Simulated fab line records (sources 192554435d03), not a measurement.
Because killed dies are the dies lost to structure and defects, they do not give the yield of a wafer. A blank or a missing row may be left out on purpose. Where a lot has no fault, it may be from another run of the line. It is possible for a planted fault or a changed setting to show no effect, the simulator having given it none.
fab line records ; flow n5-finfet
record: lots: 7; wafers: 21
route steps=1938 shown MOL_CONTACT_COAG@523 BEOL_M0_SAQP@634 BEOL_M1@753 BEOL_M2@846
start-h: hours from the record's opening day to when the first of the lot's shown wafers began ; wait-h: hours since the lot's step before ; " the same as in the row above ; L1.1+2: one row covering several wafers at once ; - no value, or no start given ; * or withheld: withheld ; < > ~ a bound
route shown NAME@n: names a module that has steps shown in the file, with the first one's number in the route ; usual: the fault-free wafers' mean and standard deviation ; same: alike in all rows ; chamber/n: place in a boat ; sites: readings site by site ; _std_site: standard deviation across them ; _edge_site: the outer-site mean with the inner-site mean subtracted ; radius-mm: for every site, how far away it sits from the centre of the wafer ; mask NAME#n: copy n ; behind: the most recent tool/chamber to have shaped the wafer ; hold: reason for holding the lot/hours on hold/outcome of the hold ; device: the transistor (n, p or np) that didn't switch ; end of line: tests run on the same wafers once the route is complete ; a step without rows: its recipe alone ; killed: the dies lost at the first sort to structure and to defects; this is not the yield of the wafer ; map: the dies of a wafer, with x for killed, . for not killed, _ for no die there
set.NAME: the setting that was run; set.NAME@STEP: the one run at that earlier step ; model.NAME: the simulator's own value behind a step, which no gauge read
one table per step and one row per wafer, for lots whose settings were changed on purpose
== steps ==
step: N5_MOL_CONTACT_COAG_EXPOSE_05
recipe: mask-id: CA; na: 0.33; source-shape: annular; sigma-inner: 0.4; sigma-outer: 0.8; polarization: unpolarized; defocus-nm: 0; dose-mj: 38.25
lot.wafer;tool;chamber;start-h;wait-h;mask;set.dose-mj
L081.1+3;euv-scanner-01;0;129.85;-;CA#0;40.41
L081.6;euv-scanner-01;0;129.85;-;CA#0;38.25
L086.2+5+6;euv-scanner-01;0;163.55;-;CA#0;38.25
L087.3+4+5;euv-scanner-01;0;169.25;-;CA#0;38.25
L093.1;euv-scanner-02;0;203.32;-;CA#0;36.67
L093.3+4;euv-scanner-02;0;203.32;-;CA#0;38.25
L094.2+3;euv-scanner-01;0;211.31;-;CA#0;40.05
L094.4;euv-scanner-01;0;211.31;-;CA#0;38.25
L095.1;euv-scanner-01;0;217.62;-;CA#0;36.86
L095.3+4;euv-scanner-01;0;217.62;-;CA#0;38.25
L097.1+2;euv-scanner-01;0;230.41;-;CA#0;40.01
L097.4;euv-scanner-01;0;230.41;-;CA#0;38.25
step: N5_MOL_CONTACT_COAG_PEB_06
recipe: peb-temp-c: 100; peb-time-s: 60; resist: CAR-EUV
step: N5_MOL_CONTACT_COAG_DEVELOP_07
recipe: develop-time-s: 30; developer: TMAH; resist: CAR-EUV; rinse-liquid: surfactant-rinse; dry: air-spin; dev-temp-c: 23
step: N5_MOL_CONTACT_COAG_CD_MEAS_08
recipe: target-cd-nm: 28; landing-energy-ev: 500; detector: se-inlens; polarity: opening
usual: cd-nm: 27.91/0.25
lot.wafer;tool;chamber;start-h;wait-h;set.dose-mj@MOL_CONTACT_COAG_EXPOSE_05;cd-nm
L081.1;cd-sem-01;0;129.98;-;40.41;28.93
L081.3;cd-sem-01;0;129.98;-;40.41;28.62
L081.6;cd-sem-01;0;129.98;-;38.25;28.07
L086.2;cd-sem-01;0;163.68;-;38.25;27.69
L086.5;cd-sem-01;0;163.68;-;38.25;27.58
L086.6;cd-sem-01;0;163.68;-;38.25;27.48
L087.3;cd-sem-01;0;169.36;-;38.25;28.09
L087.4;cd-sem-01;0;169.36;-;38.25;28.15
L087.5;cd-sem-01;0;169.36;-;38.25;28.01
L093.1;cd-sem-03;0;203.45;-;36.67;27.14
L093.3;cd-sem-03;0;203.45;-;38.25;27.70
L093.4;cd-sem-03;0;203.45;-;38.25;28.25
L094.2;cd-sem-03;0;211.43;-;40.05;28.84
L094.3;cd-sem-03;0;211.43;-;40.05;29.00
L094.4;cd-sem-03;0;211.43;-;38.25;27.98
L095.1;cd-sem-02;0;217.75;-;36.86;27.19
L095.3;cd-sem-02;0;217.75;-;38.25;27.53
L095.4;cd-sem-02;0;217.75;-;38.25;28.16
L097.1;cd-sem-03;0;230.55;-;40.01;29.11
L097.2;cd-sem-03;0;230.55;-;40.01;28.67
L097.4;cd-sem-03;0;230.55;-;38.25;28.22
step: N5_MOL_CONTACT_COAG_DESCUM_13
recipe: chemistry: O2; time-s: 7; source-power-w: 50; bias-power-w: 20; pressure-mtorr: 20; rf-frequency-hz: 2.712e+07; temp-c: 40; resist: CAR-EUV; o2-flow-sccm: 225
step: N5_MOL_CONTACT_COAG_ETCH_59
recipe: chemistry: N2/H2; target: underlayer; target-depth-a: 130; mask-material: CAR-EUV; time-s: 10.4; ion-energy-ev: 200; pressure-mtorr: 30; source-w: 840; bias-w: 150; n2-flow-sccm: 200; h2-flow-sccm: 200; ends: cleared
lot.wafer;tool;chamber;start-h;wait-h;set.dose-mj@MOL_CONTACT_COAG_EXPOSE_05;model.MOL_CONTACT_COAG.cd-offset-nm
L081.1;rie-diel-01;3;130.14;0.0;40.41;1.2
L081.3;rie-diel-01;1;130.14;0.0;40.41;1
L081.6;rie-diel-01;1;130.14;0.0;38.25;0
L086.2+5;rie-diel-03;2,0;163.83;0.0;38.25;-0.2
L086.6;rie-diel-03;3;163.83;0.0;38.25;-0.4
L087.3+4+5;rie-diel-03;2,3,3;169.61;0.0;38.25;0
L093.1;rie-diel-01;2;203.61;0.0;36.67;-1
L093.3;rie-diel-01;0;203.61;0.0;38.25;0
L093.4;rie-diel-01;1;203.61;0.0;38.25;0.2
L094.2+3;rie-diel-03;1,3;211.59;0.0;40.05;0.6
L094.4;rie-diel-03;2;211.59;0.0;38.25;-0.2
L095.1;rie-diel-03;2;217.94;0.0;36.86;-0.8
L095.3;rie-diel-03;1;217.94;0.0;38.25;-0.2
L095.4;rie-diel-03;0;217.94;0.0;38.25;0.2
L097.1+2;rie-diel-03;3,0;230.70;0.0;40.01;0.8
L097.4;rie-diel-03;2;230.70;0.0;38.25;0.4
step: N5_BEOL_M0_SAQP_HM_DEP_02
recipe: material: TiN; target-thk-a: 120; temp-c: 25; chamber-pressure-pa: 0.49996
lot.wafer;tool;chamber;start-h;wait-h;set.target-thk-a;model.TiN_of_BEOL_M0_SAQP_HM_DEP_02.thk-nm
L081.1;pvd-sputter-02;-;147.59;0.6;120;12
L081.3+6;pvd-sputter-02;-;147.59;0.6;120;11.8
L086.2+5+6;pvd-sputter-02;-;180.67;0.4;120;11.6
L087.3;pvd-sputter-02;-;187.93;1.4;131.9;13.2
L087.4;pvd-sputter-02;-;187.93;1.4;131.9;13.4
L087.5;pvd-sputter-02;-;187.93;1.4;120;11.8
L093.1;pvd-sputter-01;-;223.95;1.0;120;12.2
L093.3+4;pvd-sputter-01;-;223.95;1.0;120;12
L094.2;pvd-sputter-02;-;227.88;0.6;120;11.6
L094.3;pvd-sputter-02;-;227.88;0.6;113.1;11.6
L094.4;pvd-sputter-02;-;227.88;0.6;120;11.8
L095.1+3;pvd-sputter-03;-;235.19;0.7;120;12
L095.4;pvd-sputter-03;-;235.19;0.7;110.4;11
L097.1;pvd-sputter-01;-;248.35;0.6;113.7;11.6
L097.2;pvd-sputter-01;-;248.35;0.6;120;12
L097.4;pvd-sputter-01;-;248.35;0.6;120;11.8
step: N5_BEOL_M0_SAQP_COAT_82
recipe: resist: SiARC; temp-c: 220; time-s: 60; spin-rpm: 1500; resist-thk-nm: 30
lot.wafer;tool;chamber;start-h;wait-h;set.spin-rpm;model.SiARC_of_BEOL_M0_SAQP_COAT_82.thk-nm
L081.1+6;litho-track-04;0;-;-;1500;30
L081.3;litho-track-04;0;-;-;1625;29
L086.2;litho-track-04;0;-;-;1500;30.2
L086.5+6;litho-track-04;0;-;-;1500;30
L087.3;litho-track-02;0;-;-;1500;30
L087.4;litho-track-02;0;-;-;1644;28.6
L087.5;litho-track-02;0;-;-;1500;29.8
L093.1+3;litho-track-04;0;-;-;1500;30
L093.4;litho-track-04;0;-;-;1383;31.2
L094.2+3+4;litho-track-04;0;-;-;1500;30
L095.1;litho-track-03;0;-;-;1500;30
L095.3;litho-track-03;0;-;-;1625;28.8
L095.4;litho-track-03;0;-;-;1500;29.8
L097.1;litho-track-04;0;-;-;1500;30
L097.2;litho-track-04;0;-;-;1618;28.8
L097.4;litho-track-04;0;-;-;1618;29
step: N5_BEOL_M0_SAQP_COAT_08
recipe: resist: CAR-ArF; spin-rpm: 1500; resist-thk-nm: 90
step: N5_BEOL_M0_SAQP_EBR_10
recipe: solvent: PGMEA; ebr-width-mm: 1.5
step: N5_BEOL_M0_SAQP_DESCUM_19
recipe: chemistry: O2; time-s: 7.9; source-power-w: 50; bias-power-w: 20; pressure-mtorr: 20; rf-frequency-hz: 2.712e+07; temp-c: 40; resist: CAR-ArF; o2-flow-sccm: 225
step: N5_BEOL_M0_SAQP_ETCH_83
recipe: chemistry: CF4; target: SiARC; target-depth-a: 390; mask-material: CAR-ArF; time-s: 65; ion-energy-ev: 80; pressure-mtorr: 40; source-w: 545; bias-w: 36; Ar_flow_sccm: 100; cf4-flow-sccm: 100; ends: cleared
lot.wafer;tool;chamber;start-h;wait-h;set.spin-rpm@BEOL_M0_SAQP_COAT_82;model.etch.depth-nm;model.CAR-ArF_of_BEOL_M0_SAQP_COAT_08.thk-nm
L081.1;rie-diel-02;2;148.62;0.0;1500;30.06;54.8
L081.3;rie-diel-02;3;148.62;0.0;1625;28.93;56
L081.6;rie-diel-02;3;148.62;0.0;1500;30.05;55
L086.2;rie-diel-02;2;181.61;0.0;1500;30.16;55.2
L086.5;rie-diel-02;3;181.61;0.0;1500;30.04;55.6
L086.6;rie-diel-02;0;181.61;0.0;1500;30.08;55.8
L087.3;rie-diel-02;0;189.31;0.0;1500;29.95;55.4
L087.4;rie-diel-02;3;189.31;0.0;1644;28.58;56.6
L087.5;rie-diel-02;1;189.31;0.0;1500;29.88;55.8
L093.1;rie-diel-02;2;224.89;0.0;1500;30.04;55.6
L093.3;rie-diel-02;3;224.89;0.0;1500;30.06;55.4
L093.4;rie-diel-02;1;224.89;0.0;1383;31.24;54.2
L094.2;rie-diel-04;3;229.00;0.0;1500;30.09;55
L094.3;rie-diel-04;3;229.00;0.0;1500;30.1;55
L094.4;rie-diel-04;1;229.00;0.0;1500;30.05;55.2
L095.1;rie-diel-06;2;236.24;0.0;1500;30;55.6
L095.3;rie-diel-06;3;236.24;0.0;1625;28.71;57
L095.4;rie-diel-06;0;236.24;0.0;1500;29.83;55.8
L097.1;rie-diel-02;3;249.29;0.0;1500;30.05;55.6
L097.2;rie-diel-02;2;249.29;0.0;1618;28.87;56.4
L097.4;rie-diel-02;3;249.29;0.0;1618;28.97;56.4
step: N5_BEOL_M0_SAQP_ETCH_84
recipe: chemistry: N2/H2; target: SOC; target-depth-a: 1000; overetch-a: 200; mask-material: SiARC; temp-c: 40; time-s: 150; ion-energy-ev: 200; pressure-mtorr: 30; source-w: 840; bias-w: 150; n2-flow-sccm: 200; h2-flow-sccm: 200
step: N5_BEOL_M0_SAQP_STRIP_80
recipe: chemistry: N2/H2; temp-c: 40; n2-flow-sccm: 200; h2-flow-sccm: 200; rf-frequency-hz: 6e+07
step: N5_BEOL_M0_SAQP_HM_OPEN_112
recipe: chemistry: CHF3/O2; target: SiO2; stop-on: a-Si; target-depth-a: 120; over-etch-frac: 1.25; mask-material: SOC; time-s: 13.5; pressure-mtorr: 30; source-w: 650; bias-w: 170; Ar_flow_sccm: 200; CHF3_flow_sccm: 50; O2_flow_sccm: 5; ion-energy-ev: 200; ends: end-point
lot.wafer;tool;chamber;start-h;wait-h;set.spin-rpm@BEOL_M0_SAQP_COAT_82;model.SiARC_of_BEOL_M0_SAQP_COAT_82.thk-nm
L081.1;rie-diel-02;2;148.78;0.0;1500;4.6
L081.3;rie-diel-02;3;148.78;0.0;1625;3.8
L081.6;rie-diel-02;3;148.78;0.0;1500;5
L086.2;rie-diel-02;2;181.76;0.0;1500;4.6
L086.5;rie-diel-02;3;181.76;0.0;1500;4.8
L086.6;rie-diel-02;0;181.76;0.0;1500;5
L087.3;rie-diel-02;0;189.46;0.0;1500;5.4
L087.4;rie-diel-02;3;189.46;0.0;1644;3.6
L087.5;rie-diel-02;1;189.46;0.0;1500;4
L093.1;rie-diel-02;2;225.04;0.0;1500;4.6
L093.3;rie-diel-02;3;225.04;0.0;1500;5
L093.4;rie-diel-02;1;225.04;0.0;1383;5.6
L094.2+3;rie-diel-04;3;229.23;0.0;1500;5.6
L094.4;rie-diel-04;1;229.23;0.0;1500;6
L095.1;rie-diel-06;2;236.40;0.0;1500;4.6
L095.3;rie-diel-06;3;236.40;0.0;1625;3.2
L095.4;rie-diel-06;0;236.40;0.0;1500;4.8
L097.1;rie-diel-02;3;249.45;0.0;1500;5
L097.2;rie-diel-02;2;249.45;0.0;1618;3.8
L097.4;rie-diel-02;3;249.45;0.0;1618;4
step: N5_BEOL_M0_SAQP_SPACER1_ALD_98
recipe: material: SiO2; target-thk-a: 128; temp-c: 300; ald-precursor-family: BDEAS; ald-co-reactant: O2-plasma; pulse-time-s: 1; purge-time-s: 2; co-reactant-purge-time-s: 2; ald-cycles: 138; pressure-torr: 2
lot.wafer;tool;chamber;start-h;wait-h;set.temp-c
L081.1;ald-sin-03;0;149.71;0.5;286.8
L081.3+6;ald-sin-03;3;149.71;0.5;300
L086.2+5+6;ald-sin-03;3,0,1;182.46;0.3;300
L087.3+4+5;ald-sin-01;0,3,2;190.29;0.1;304
L093.1;ald-sin-04;3;225.74;0.3;309.5
L093.3+4;ald-sin-04;2,0;225.74;0.3;300
L094.2+3+4;ald-sin-04;1,0,3;232.82;3.1;300
L095.1+3+4;ald-sin-01;2,3,0;237.10;0.3;300
L097.1+2+4;ald-sin-01;1,2,3;250.14;0.3;313
step: N5_BEOL_M0_SAQP_SPACER1_ETCHBACK_99
recipe: chemistry: CHF3/O2; mode: anisotropic-etchback; target: SiO2; target-depth-a: 154; time-s: 7.7; pressure-mtorr: 30; source-w: 650; bias-w: 170; Ar_flow_sccm: 200; CHF3_flow_sccm: 50; O2_flow_sccm: 5; ion-energy-ev: 200
step: N5_BEOL_M0_SAQP_MANDREL1_REMOVE_100
recipe: chemistry: HBr/Cl2/O2; bt-time-s: 10; target: a-Si; stop-on: SiNx; endpoint: OES-SiCl; over-etch-frac: 0.85; icp-w: 600; bias-w: 30; HBr_flow_sccm: 150; Cl2_flow_sccm: 80; O2_flow_sccm: 5; pressure-mtorr: 10
lot.wafer;tool;chamber;start-h;wait-h;set.temp-c@BEOL_M0_SAQP_SPACER1_ALD_98;model.BEOL_M0_SAQP.cd-nm
L081.1;rie-si-04;0;150.28;0.1;286.8;13.4
L081.3+6;rie-si-04;2,0;150.28;0.1;300;12.8
L086.2+5+6;rie-si-04;1,1,2;183.02;0.1;300;12.8
L087.3+4+5;rie-si-02;2,1,0;190.85;0.1;304;12.8
L093.1;rie-si-01;2;226.35;0.1;309.5;12.4
L093.3;rie-si-01;0;226.35;0.1;300;12.8
L093.4;rie-si-01;1;226.35;0.1;300;12.6
L094.2+3+4;rie-si-02;1,0,2;233.38;0.1;300;12.8
L095.1;rie-si-04;0;237.66;0.1;300;12.6
L095.3+4;rie-si-04;1;237.66;0.1;300;12.8
L097.1+2+4;rie-si-02;2,0,1;250.73;0.1;313;12.4
step: N5_BEOL_M1_PECVD_72
recipe: material: SiO2; target-thk-a: 160; temp-c: 400; precursor: TEOS/O2; pressure-torr: 5.5; rf-w: 450; teos-flow-sccm: 53.8; gas: O2; flow-sccm: 3000; time-s: 18
lot.wafer;tool;chamber;start-h;wait-h;set.time-s;model.SiO2_of_BEOL_M1_PECVD_72.thk-nm
L081.1;pecvd-02;0;160.41;0.0;16.68;14.8
L081.3;pecvd-02;2;160.41;0.0;16.68;14.6
L081.6;pecvd-02;2;160.41;0.0;16.68;15
L086.2;pecvd-01;1;205.41;0.0;18;15.4
L086.5;pecvd-01;1;205.41;0.0;18;16.2
L086.6;pecvd-01;0;205.41;0.0;18;16.4
L087.3;pecvd-01;0;208.63;0.0;19.3;17.2
L087.4;pecvd-01;0;208.63;0.0;19.3;17.4
L087.5;pecvd-01;2;208.63;0.0;18;16.4
L093.1;pecvd-02;0;237.41;0.0;20.48;18
L093.3;pecvd-02;1;237.41;0.0;18;16
L093.4;pecvd-02;0;237.41;0.0;20.48;18.2
L094.2;pecvd-04;0;243.74;0.0;19.85;17.2
L094.3;pecvd-04;1;243.74;0.0;18;16.2
L094.4;pecvd-04;2;243.74;0.0;18;16
L095.1+4;pecvd-02;2,0;245.31;0.0;18.76;16.8
L095.3;pecvd-02;0;245.31;0.0;18;15.8
L097.1;pecvd-01;2;260.87;0.0;18;15.8
L097.2;pecvd-01;0;260.87;0.0;19.83;17.2
L097.4;pecvd-01;0;260.87;0.0;18;16.2
step: N5_BEOL_M1_COAT_05
recipe: resist: CAR-EUV; spin-rpm: 1500; resist-thk-nm: 30
lot.wafer;tool;chamber;start-h;wait-h;set.spin-rpm;model.CAR-EUV_of_BEOL_M1_COAT_05.thk-nm
L081.1+3;litho-track-05;0;-;-;1500;30
L081.6;litho-track-05;0;-;-;1654;28.6
L086.2+5;litho-track-02;0;-;-;1500;30.2
L086.6;litho-track-02;0;-;-;1500;30
L087.3;litho-track-05;0;-;-;1395;31.2
L087.4;litho-track-05;0;-;-;1500;30
L087.5;litho-track-05;0;-;-;1395;31
L093.1+3;litho-track-04;0;-;-;1563;29.4
L093.4;litho-track-04;0;-;-;1500;30
L094.2+3;litho-track-02;0;-;-;1500;30
L094.4;litho-track-02;0;-;-;1582;29.2
L095.1+3+4;litho-track-05;0;-;-;1500;29.8
L097.1+4;litho-track-05;0;-;-;1500;30
L097.2;litho-track-05;0;-;-;1617;29
step: N5_BEOL_M1_EXPOSE_25
recipe: mask-id: V0; na: 0.33; source-shape: quasar; sigma-inner: 0.2; sigma-outer: 0.8; polarization: unpolarized; defocus-nm: 5; target-cd-nm: 24; dose-mj: 63
lot.wafer;tool;chamber;start-h;wait-h;mask;set.dose-mj
L081.1+3;euv-scanner-02;0;163.81;-;V0#0;63
L081.6;euv-scanner-02;0;163.81;-;V0#0;59.57
L086.2+5+6;euv-scanner-02;0;209.33;-;V0#0;63
L087.3;euv-scanner-01;0;210.40;-;V0#0;66.15
L087.4+5;euv-scanner-01;0;210.40;-;V0#0;63
L093.1+3+4;euv-scanner-01;0;240.50;-;V0#0;64.84
L094.2+3+4;euv-scanner-01;0;247.56;-;V0#0;63
L095.1+3;euv-scanner-01;0;247.80;-;V0#0;59.27
L095.4;euv-scanner-01;0;247.80;-;V0#0;63
L097.1+2;euv-scanner-01;0;268.18;-;V0#0;63
L097.4;euv-scanner-01;0;268.18;-;V0#0;66.68
step: N5_BEOL_M1_PEB_26
recipe: peb-temp-c: 100; peb-time-s: 60; resist: CAR-EUV
step: N5_BEOL_M1_DEVELOP_27
recipe: develop-time-s: 30; developer: TMAH; resist: CAR-EUV; rinse-liquid: surfactant-rinse; dry: air-spin; dev-temp-c: 23
step: N5_BEOL_M1_CD_MEAS_28
recipe: landing-energy-ev: 500; detector: se-inlens; target-cd-y-nm: 23.3
usual: cd-nm: 24.10/0.26
lot.wafer;tool;chamber;start-h;wait-h;set.dose-mj@BEOL_M1_EXPOSE_25;cd-nm
L081.1;cd-sem-01;0;163.95;-;63;24.32
L081.3;cd-sem-01;0;163.95;-;63;24.00
L081.6;cd-sem-01;0;163.95;-;59.57;23.60
L086.2;cd-sem-03;0;209.47;-;63;24.01
L086.5;cd-sem-03;0;209.47;-;63;24.34
L086.6;cd-sem-03;0;209.47;-;63;23.76
L087.3;cd-sem-02;0;210.53;-;66.15;24.97
L087.4;cd-sem-02;0;210.53;-;63;23.70
L087.5;cd-sem-02;0;210.53;-;63;24.17
L093.1;cd-sem-02;0;240.64;-;64.84;24.89
L093.3;cd-sem-02;0;240.64;-;64.84;24.40
L093.4;cd-sem-02;0;240.64;-;64.84;24.69
L094.2;cd-sem-02;0;247.70;-;63;24.17
L094.3;cd-sem-02;0;247.70;-;63;23.84
L094.4;cd-sem-02;0;247.70;-;63;23.89
L095.1;cd-sem-02;0;247.94;-;59.27;23.00
L095.3;cd-sem-02;0;247.94;-;59.27;22.80
L095.4;cd-sem-02;0;247.94;-;63;24.26
L097.1;cd-sem-02;0;268.33;-;63;24.18
L097.2;cd-sem-02;0;268.33;-;63;24.06
L097.4;cd-sem-02;0;268.33;-;66.68;25.26
step: N5_BEOL_M1_ETCH_70
recipe: chemistry: N2/H2; target: SOC; target-depth-a: 800; overetch-a: 160; mask-material: SiARC; temp-c: 40; time-s: 120; ion-energy-ev: 200; pressure-mtorr: 30; source-w: 840; bias-w: 150; n2-flow-sccm: 200; h2-flow-sccm: 200
usual: rf-vpp-V: 523.9/2.5
lot.wafer;tool;chamber;start-h;wait-h;set.source-w;rf-vpp-V
L081.1;rie-diel-06;2;171.05;0.0;840;525.2
L081.3;rie-diel-06;1;171.05;0.0;956.8;499.6
L081.6;rie-diel-06;0;171.05;0.0;840;527.9
L086.2;rie-diel-04;0;211.91;0.0;840;522.8
L086.5;rie-diel-04;2;211.91;0.0;840;519.3
L086.6;rie-diel-04;1;211.91;0.0;840;521.7
L087.3;rie-diel-02;3;212.11;0.0;840;528.1
L087.4;rie-diel-02;1;212.11;0.0;840;523.5
L087.5;rie-diel-02;2;212.11;0.0;884.4;514.6
L093.1;rie-diel-02;3;242.06;0.0;840;528.7
L093.3;rie-diel-02;1;242.06;0.0;840;523.0
L093.4;rie-diel-02;2;242.06;0.0;840;523.3
L094.2;rie-diel-02;1;250.38;0.0;840;522.6
L094.3;rie-diel-02;2;250.38;0.0;840;522.5
L094.4;rie-diel-02;2;250.38;0.0;840;521.5
L095.1;rie-diel-06;0;250.57;0.0;985.8;498.5
L095.3;rie-diel-06;1;250.57;0.0;840;521.2
L095.4;rie-diel-06;3;250.57;0.0;840;529.5
L097.1;rie-diel-06;2;276.42;0.0;840;525.1
L097.2;rie-diel-06;0;276.42;0.0;840;526.2
L097.4;rie-diel-06;2;276.42;0.0;927.4;506.4
step: N5_BEOL_M1_STRIP_71
recipe: chemistry: N2/H2; temp-c: 40; n2-flow-sccm: 200; h2-flow-sccm: 200; rf-frequency-hz: 6e+07
step: N5_BEOL_M1_STRIP_78
recipe: chemistry: N2/H2; temp-c: 40; n2-flow-sccm: 200; h2-flow-sccm: 200; rf-frequency-hz: 6e+07
step: N5_BEOL_M1_STRIP_97
recipe: chemistry: N2/H2; time-s: 10; power-w: 450; temp-c: 40; pressure-mtorr: 20; rf-frequency-hz: 6e+07; bias-power-w: 7; n2-flow-sccm: 200; h2-flow-sccm: 200
step: N5_BEOL_M1_HM_STRIP_39
recipe: chemistry: peroxide-tin-strip; material: TiN; target-depth-a: 250; temp-c: 50; time-s: 158
lot.wafer;tool;chamber;start-h;wait-h;set.time-s@BEOL_M1_PECVD_72;model.SiO2_of_BEOL_M1_PECVD_72.thk-nm
L081.1;wet-bench-03;7;171.46;0.0;16.68;14.6
L081.3;wet-bench-03;4;171.46;0.0;16.68;14.4
L081.6;wet-bench-03;5;171.46;0.0;16.68;14.8
L086.2;wet-bench-04;1;212.30;0.0;18;15.4
L086.5;wet-bench-04;7;212.30;0.0;18;16
L086.6;wet-bench-04;0;212.30;0.0;18;16.2
L087.3;wet-bench-02;0;212.50;0.0;19.3;17
L087.4;wet-bench-02;7;212.50;0.0;19.3;17.4
L087.5;wet-bench-02;2;212.50;0.0;18;16.2
L093.1;wet-bench-03;7;242.45;0.0;20.48;17.8
L093.3;wet-bench-03;3;242.45;0.0;18;16
L093.4;wet-bench-03;1;242.45;0.0;20.48;18
L094.2;wet-bench-04;2;250.77;0.0;19.85;17
L094.3;wet-bench-04;5;250.77;0.0;18;16
L094.4;wet-bench-04;6;250.77;0.0;18;15.8
L095.1+4;wet-bench-02;2,6;250.96;0.0;18.76;16.6
L095.3;wet-bench-02;5;250.96;0.0;18;15.6
L097.1;wet-bench-04;1;276.81;0.0;18;15.8
L097.2;wet-bench-04;0;276.81;0.0;19.83;17.2
L097.4;wet-bench-04;6;276.81;0.0;18;16
step: N5_BEOL_M2_COAT_62
recipe: resist: SiARC; temp-c: 220; time-s: 60; spin-rpm: 1500; resist-thk-nm: 12
lot.wafer;tool;chamber;start-h;wait-h;set.spin-rpm;model.SiARC_of_BEOL_M2_COAT_62.thk-nm
L081.1+6;litho-track-02;0;-;-;1500;12
L081.3;litho-track-02;0;-;-;1373;12.6
L086.2+5+6;litho-track-01;0;-;-;1500;12
L087.3+5;litho-track-03;0;-;-;1629;11.6
L087.4;litho-track-03;0;-;-;1629;11.4
L093.1+3;litho-track-01;0;-;-;1565;11.8
L093.4;litho-track-01;0;-;-;1500;12
L094.2+3+4;litho-track-02;0;-;-;1500;12
L095.1+3;litho-track-01;0;-;-;1500;12
L095.4;litho-track-01;0;-;-;1599;11.6
L097.1+2+4;litho-track-03;0;-;-;1500;12
== key ==
split: step: N5_MOL_CONTACT_COAG_EXPOSE_05; setting: dose-mj; stated: 38.25; by: wafer
response: step: N5_MOL_CONTACT_COAG_CD_MEAS_08; reading: cd-nm; change: +0.164; per: 1%; r: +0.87
response: step: N5_MOL_CONTACT_COAG_ETCH_59; reading: model.MOL_CONTACT_COAG.cd-offset-nm; change: +0.183; per: 1%; r: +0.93
split: step: N5_BEOL_M0_SAQP_HM_DEP_02; setting: target-thk-a; stated: 120; by: wafer
response: step: N5_BEOL_M0_SAQP_HM_DEP_02; reading: model.TiN_of_BEOL_M0_SAQP_HM_DEP_02.thk-nm; change: +0.112; per: 1%; r: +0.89
split: step: N5_BEOL_M0_SAQP_COAT_82; setting: spin-rpm; stated: 1500; by: wafer
response: step: N5_BEOL_M0_SAQP_COAT_82; reading: model.SiARC_of_BEOL_M0_SAQP_COAT_82.thk-nm; change: -0.136; per: 1%; r: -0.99
response: step: N5_BEOL_M0_SAQP_ETCH_83; reading: model.etch.depth-nm; change: -0.143; per: 1%; r: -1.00
response: step: N5_BEOL_M0_SAQP_ETCH_83; reading: model.CAR-ArF_of_BEOL_M0_SAQP_COAT_08.thk-nm; change: +0.13; per: 1%; r: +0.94
response: step: N5_BEOL_M0_SAQP_HM_OPEN_112; reading: model.SiARC_of_BEOL_M0_SAQP_COAT_82.thk-nm; change: -0.131; per: 1%; r: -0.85
split: step: N5_BEOL_M0_SAQP_SPACER1_ALD_98; setting: temp-c; stated: 300; by: wafer
response: step: N5_BEOL_M0_SAQP_MANDREL1_REMOVE_100; reading: model.BEOL_M0_SAQP.cd-nm; change: -0.122; per: 1%; r: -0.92
split: step: N5_BEOL_M1_PECVD_72; setting: time-s; stated: 18; by: wafer
response: step: N5_BEOL_M1_PECVD_72; reading: model.SiO2_of_BEOL_M1_PECVD_72.thk-nm; change: +0.135; per: 1%; r: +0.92
response: step: N5_BEOL_M1_HM_STRIP_39; reading: model.SiO2_of_BEOL_M1_PECVD_72.thk-nm; change: +0.133; per: 1%; r: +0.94
split: step: N5_BEOL_M1_COAT_05; setting: spin-rpm; stated: 1500; by: wafer
response: step: N5_BEOL_M1_COAT_05; reading: model.CAR-EUV_of_BEOL_M1_COAT_05.thk-nm; change: -0.14; per: 1%; r: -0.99
split: step: N5_BEOL_M1_EXPOSE_25; setting: dose-mj; stated: 63; by: wafer
response: step: N5_BEOL_M1_CD_MEAS_28; reading: cd-nm; change: +0.185; per: 1%; r: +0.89
split: step: N5_BEOL_M1_ETCH_70; setting: source-w; stated: 840; by: wafer
response: step: N5_BEOL_M1_ETCH_70; reading: rf-vpp-V; change: -1.74; per: 1%; r: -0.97
split: step: N5_BEOL_M2_COAT_62; setting: spin-rpm; stated: 1500; by: wafer
response: step: N5_BEOL_M2_COAT_62; reading: model.SiARC_of_BEOL_M2_COAT_62.thk-nm; change: -0.0641; per: 1%; r: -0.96
